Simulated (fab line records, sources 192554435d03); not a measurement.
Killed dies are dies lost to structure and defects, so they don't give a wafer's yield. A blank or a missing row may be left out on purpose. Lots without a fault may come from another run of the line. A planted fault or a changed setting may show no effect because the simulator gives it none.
fab line records | flow n5_finfet
record lots=11 wafers=33 last_day=21
route steps=1938 shown WELL_APT@29 PMOS_HMC_CHANNEL_EPI@58 BEOL_M4@1111 PASSIVATION@1936
lots that met no fault: from a run of the same line without faults
start_h: hours from the record's first day to the start of the lot's first wafer shown | wait_h: hours since the lot's step before | " the same as in the row above | L1.1+2: a row that stands for several wafers | - no value, or no start given | * or withheld: withheld | < > ~ a bound
route shown NAME@n: a module of which the file shows steps, and the number in the route of the first | usual: mean/standard deviation of fault-free wafers | same: alike in all rows | chamber/n: place in a boat | sites: the reading at each site | _std_site: their standard deviation | _edge_site: outer sites' mean less inner sites' | radius_mm: how far each site lies from the wafer's centre | mask NAME#n: copy n | behind: the tool/chamber that last shaped the wafer | hold: why the lot was held/for how many hours/how that ended | device: the transistor (n, p or np) that didn't switch | end of line: the same wafers' tests at the end of the route | a step without rows: its recipe alone | killed: dies lost to structure and defects at the first sort, not the wafer's yield | map: a wafer's dies, x killed, . not, _ none there
set.NAME: the setting as run; set.NAME@STEP: as run at that earlier step | model.NAME: the simulator's own value behind a step, which no gauge read
steps of the route over a sample of lots; a table a step, a row a wafer
services: from which hour (start_h, from the record's first day; less than 0 if before it) a tool's chamber was out of use, for how many hours, and why
## steps
# step N5_WELL_APT_OVL_MEAS_09
# recipe points_per_wafer=44
# usual NWELL_OVL=-3/5
# same points_per_wafer=44
# columns lot.wafer tool chamber start_h wait_h NWELL_OVL[nm]
L965.2 overlay-01 0 13.84 0.0 -6
L965.3 " 0 " " 1
L965.4 " 0 " " -6
L967.2 overlay-01 0 25.62 0.0 3
L967.4 " 0 " " 3
L967.6 " 0 " " -3
L968.3 overlay-02 0 31.71 0.0 3
L968.4 " 0 " " -10
L968.6 " 0 " " -10
L971.1 overlay-01 0 49.84 0.0 -4
L971.4 " 0 " " -4
L971.6 " 0 " " -1
L972.2 overlay-01 0 56.17 0.0 -4
L972.4 " 0 " " -3
L972.6 " 0 " " -3
L973.2 overlay-02 0 61.88 0.0 -10
L973.3 " 0 " " 0
L973.6 " 0 " " -7
L977.1 overlay-02 0 85.71 0.0 -12
L977.2 " 0 " " -5
L977.4 " 0 " " -8
L978.3 overlay-02 0 91.84 0.0 -7
L978.4 " 0 " " -2
L978.6 " 0 " " -6
L985.1 overlay-02 0 133.71 0.0 5
L985.2 " 0 " " -13
L985.4 " 0 " " -8
L986.1 overlay-02 0 139.84 0.0 -5
L986.3 " 0 " " 0
L986.6 " 0 " " 5
L988.1 overlay-01 0 151.72 0.0 -2
L988.4 " 0 " " -9
L988.5 " 0 " " 2
# step N5_WELL_APT_OVL_MEAS_26
# recipe points_per_wafer=44
# usual PWELL_OVL=-1/5.7
# same points_per_wafer=44
# columns lot.wafer tool chamber start_h wait_h PWELL_OVL[nm]
L965.2 overlay-02 0 14.96 0.0 -4
L965.3 " 0 " " -4
L965.4 " 0 " " -1
L967.2 overlay-01 0 26.80 0.0 12
L967.4 " 0 " " 14
L967.6 " 0 " " 8
L968.3 overlay-02 0 32.92 0.0 -6
L968.4 " 0 " " -5
L968.6 " 0 " " 0
L971.1 overlay-02 0 52.04 0.0 -11
L971.4 " 0 " " -10
L971.6 " 0 " " -10
L972.2 overlay-02 0 57.42 0.0 -1
L972.4 " 0 " " -6
L972.6 " 0 " " -6
L973.2 overlay-01 0 63.44 0.0 -3
L973.3 " 0 " " 0
L973.6 " 0 " " 6
L977.1 overlay-01 0 87.20 0.0 2
L977.2 " 0 " " 2
L977.4 " 0 " " -3
L978.3 overlay-01 0 93.15 0.0 3
L978.4 " 0 " " -8
L978.6 " 0 " " -6
L985.1 overlay-02 0 134.96 0.0 -13
L985.2 " 0 " " -2
L985.4 " 0 " " -8
L986.1 overlay-02 0 141.17 0.0 4
L986.3 " 0 " " -3
L986.6 " 0 " " 6
L988.1 overlay-02 0 152.84 0.0 -3
L988.4 " 0 " " -8
L988.5 " 0 " " -6
# step N5_WELL_APT_INSPECT_38
# recipe inspect_instrument=darkfield mode=post_epi
# usual raw_defect_count=13/4.1
# columns lot.wafer tool chamber start_h wait_h raw_defect_count
L965.2 defect_inspect-01 - 16.67 0.4 12
L965.3 " - " " 7
L965.4 " - " " 9
L967.2 defect_inspect-01 - 28.71 0.6 14
L967.4 " - " " 19
L967.6 " - " " 18
L968.3 defect_inspect-02 - 34.98 0.4 8
L968.4 " - " " 12
L968.6 " - " " 15
L971.1 defect_inspect-01 - 53.91 0.5 14
L971.4 " - " " 13
L971.6 " - " " 13
L972.2 defect_inspect-01 - 59.41 0.4 11
L972.4 " - " " 13
L972.6 " - " " 16
L973.2 defect_inspect-02 - 65.24 0.4 13
L973.3 " - " " 12
L973.6 " - " " 15
L977.1 defect_inspect-01 - 89.83 0.5 13
L977.2 " - " " 11
L977.4 " - " " 12
L978.3 defect_inspect-02 - 95.51 0.3 9
L978.4 " - " " 12
L978.6 " - " " 9
L985.1 defect_inspect-01 - 136.65 0.5 15
L985.2 " - " " 11
L985.4 " - " " 15
L986.1 defect_inspect-01 - 142.86 0.5 10
L986.3 " - " " 10
L986.6 " - " " 15
L988.1 defect_inspect-02 - 154.77 0.7 19
L988.4 " - " " 13
L988.5 " - " " 17
# step N5_PMOS_HMC_CHANNEL_EPI_COAT_31
# recipe resist=BARC temp_c=205 time_s=60 spin_rpm=1500 resist_thk_nm=66
# usual heater_power_total_W=391.7/1.3 plate_temp_C=205.03/0.17
# columns lot.wafer tool chamber start_h wait_h heater_power_total_W plate_temp_C
L965.2 litho_track-04 0 16.76 0.0 389.7 205.22
L965.3 " 0 " " 392.6 204.88
L965.4 " 0 " " 390.5 204.94
L967.2 litho_track-02 0 28.82 0.1 391.5 204.99
L967.4 " 0 " " 390.6 204.79
L967.6 " 0 " " 393.2 205.04
L968.3 litho_track-02 0 35.07 0.0 390.4 204.98
L968.4 " 0 " " 392.7 205.06
L968.6 " 0 " " 391.2 205.03
L971.1 litho_track-04 0 54.01 0.0 391.6 205.05
L971.4 " 0 " " 391.0 205.11
L971.6 " 0 " " 392.1 204.92
L972.2 litho_track-04 0 59.50 0.0 392.1 205.16
L972.4 " 0 " " 393.3 205.02
L972.6 " 0 " " 392.4 205.16
L973.2 litho_track-02 0 65.33 0.0 392.9 205.06
L973.3 " 0 " " 389.6 204.83
L973.6 " 0 " " 392.7 205.13
L977.1 litho_track-04 0 89.93 0.0 393.6 205.27
L977.2 " 0 " " 393.1 205.27
L977.4 " 0 " " 390.2 205.18
L978.3 litho_track-02 0 95.60 0.0 391.1 204.92
L978.4 " 0 " " 390.3 204.98
L978.6 " 0 " " 389.7 204.92
L985.1 litho_track-04 0 136.74 0.0 406.5 210.37
L985.2 " 0 " " 403.8 210.24
L985.4 " 0 " " 401.7 209.98
L986.1 litho_track-04 0 142.95 0.0 404.0 210.33
L986.3 " 0 " " 404.4 210.16
L986.6 " 0 " " 403.0 210.32
L988.1 litho_track-02 0 154.86 0.0 390.9 205.04
L988.4 " 0 " " 393.2 205.07
L988.5 " 0 " " 391.3 204.82
# step N5_BEOL_M4_RC_MEAS_101
# usual DIBL_N=36.3/1.9 DIBL_P=36.6/2.4 IOFF_N=0.17/0.037 IOFF_P=0.23/0.04 ION_N=682/14 ION_P=468/8.6 SS_N=71.6/0.67 SS_P=73.4/0.71 VT_N=248/3.3 VT_P=-248.9/2.9
# columns lot.wafer tool chamber start_h wait_h DIBL_N[mV/V] DIBL_P[mV/V] IOFF_N[nA/um] IOFF_P[nA/um] ION_N[uA/um] ION_P[uA/um] SS_N[mV/dec] SS_P[mV/dec] VT_N[mV] VT_P[mV]
L967.2 prober-02 0 193.74 0.2 38.4 39.9 0.23 0.31 712 486 71.0 73.5 242 -240.0
L967.4 " 0 " " 35.0 36.2 0.15 0.23 681 475 71.3 73.2 248 -247.9
L967.6 " 0 " " 38.3 40.1 0.21 0.29 688 474 72.5 74.1 246 -244.0
L968.3 prober-01 0 199.56 0.3 32.4 33.8 0.14 0.19 693 480 70.5 72.1 248 -247.9
L968.4 " 0 " " 35.1 37.2 0.17 0.22 689 469 71.8 73.7 249 -249.8
L968.6 " 0 " " 32.7 34.3 0.13 0.19 660 456 70.1 72.4 253 -251.4
L965.2 prober-01 0 213.68 0.2 34.6 35.2 0.14 0.17 671 456 70.7 72.3 253 -252.2
L965.3 " 0 " " 36.1 38.3 0.16 0.23 682 465 71.6 73.7 247 -250.2
L965.4 " 0 " " 36.3 37.0 0.15 0.20 672 457 71.6 73.0 250 -252.8
L971.1 prober-02 0 219.62 0.0 37.1 37.6 0.19 0.25 682 470 72.1 74.1 244 -246.7
L971.4 " 0 " " 33.7 33.6 0.13 0.19 674 470 70.5 72.3 250 -251.4
L971.6 " 0 " " 34.2 33.7 0.14 0.19 671 470 71.0 72.5 249 -250.2
L973.2 prober-01 0 228.41 0.2 39.4 39.5 0.23 0.27 697 471 72.8 74.3 242 -245.8
L973.3 " 0 " " 36.6 37.6 0.17 0.23 697 482 71.2 74.0 247 -247.9
L973.6 " 0 " " 35.0 34.7 0.14 0.19 688 474 71.7 73.3 248 -250.9
L972.2 prober-01 0 232.16 0.2 36.6 38.8 0.17 0.26 672 461 72.5 73.7 247 -247.8
L972.4 " 0 " " 36.2 39.4 0.18 0.27 678 467 72.5 74.5 245 -245.6
L972.6 " 0 " " 35.3 37.3 0.16 0.23 668 466 71.7 73.5 248 -249.6
L977.1 prober-02 0 277.98 0.0 37.4 36.6 0.16 0.20 685 459 71.6 72.4 248 -250.5
L977.2 " 0 " " 37.4 37.6 0.16 0.21 696 471 71.8 73.2 249 -248.8
L977.4 " 0 " " 35.4 35.2 0.13 0.19 676 466 71.3 72.6 251 -250.7
L978.3 prober-02 0 286.91 0.3 33.3 30.8 0.14 0.19 660 459 71.3 72.0 252 -249.0
L978.4 " 0 " " 35.7 33.8 0.18 0.24 678 474 71.8 73.0 246 -246.6
L978.6 " 0 " " 37.1 35.7 0.20 0.27 709 488 71.4 73.6 245 -243.7
L985.1 prober-02 0 345.51 0.0 36.8 36.7 0.18 0.25 694 483 71.5 73.7 249 -247.9
L985.2 " 0 " " 35.9 35.5 0.16 0.23 687 478 71.4 72.8 246 -249.5
L985.4 " 0 " " 35.5 34.5 0.15 0.21 689 476 70.9 73.3 252 -248.4
L986.1 prober-02 0 356.44 0.0 33.8 34.9 0.16 0.20 699 479 70.9 73.0 246 -250.3
L986.3 " 0 " " 36.8 37.7 0.21 0.24 699 474 71.7 74.2 246 -246.6
L986.6 " 0 " " 36.8 37.2 0.22 0.24 698 472 71.5 73.2 242 -250.8
L988.1 prober-02 0 375.51 0.0 34.3 33.4 0.14 0.17 669 459 71.1 72.8 250 -252.5
L988.4 " 0 " " 34.5 34.6 0.14 0.18 678 469 70.5 73.0 250 -248.1
L988.5 " 0 " " 34.6 34.5 0.14 0.18 672 456 71.4 72.8 250 -248.1
# step N5_PASSIVATION_PROBE_49
# usual defect_limited_yield=91.2/1.5 killed_at_M0_to_M3=35/12 killed_at_M4_up=14/5.1 killed_at_contacts=13/6 killed_at_front_end=38/12 killed_at_other=4/3.5 killed_dies=104/18 killed_open=68/13 killed_short=33/8.1 sort_bin_5_function=5.2/1 sort_bin_6_memory=3.2/0.69 sort_bin_8_speed=0.01/0.051 sort_n_pass=1076/18 sort_yield_pct=91.2/1.5
# same gross_dies=1180 killed_at_back_side=0 sort_bin_4_leakage[%]=0
# columns lot.wafer tool chamber start_h wait_h defect_limited_yield[%] killed_at_M0_to_M3 killed_at_M4_up killed_at_contacts killed_at_front_end killed_at_other killed_dies killed_open killed_short sort_bin_5_function[%] sort_bin_6_memory[%] sort_bin_8_speed[%] sort_n_pass sort_yield_pct[%]
L985.2 prober-02 - 453.26 0.1 90.1 39 15 12 47 4 117 76 30 5.4 3.6 0 1063 90.1
# killed by level:class
L985.2 HKMG_FIN:area_etch=11 FIN_SAQP:geometric_particle:open=9 STI_FIN_REVEAL:geometric_particle:open=9 MOL_CONTACT_COAG:geometric_particle:open=9 BEOL_M4:geometric_particle:open=9 BEOL_M2:geometric_particle:open=8 BEOL_M0_SAQP:geometric_particle:short=8 BEOL_M1:geometric_particle:open=6
## services
# columns tool chamber start_h hours kind
litho_track-02 - 55.27 - consumable_replace:filter
## key
first_sign step=N5_PMOS_HMC_CHANNEL_EPI_COAT_31 reading=plate_temp_C direction=up sigmas=31 usual=* struck=*
effect step=N5_PMOS_HMC_CHANNEL_EPI_COAT_31 reading=heater_power_total_W direction=up sigmas=9.1 usual=* struck=*
met_at N5_PMOS_HMC_CHANNEL_EPI_COAT_31
struck_lots L985,L986
baseline_loss step=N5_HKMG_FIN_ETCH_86 wafers=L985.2
not_acting_at N5_WELL_APT_OVL_MEAS_09,N5_WELL_APT_OVL_MEAS_26,N5_WELL_APT_INSPECT_38
onset_between 89.93 136.74
fault kind=process_parameter_drift tool=litho_track-04 chamber=- onset_h=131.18 steps=N5_PMOS_HMC_CHANNEL_EPI_COAT_31 channel=temp_c offset=* shape=step end_h=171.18 acts_in=* stated=*
# baseline_loss: these wafers lose ten dies or more at that step, a loss of the line's own and not of a fault; the sort's usual values leave them out
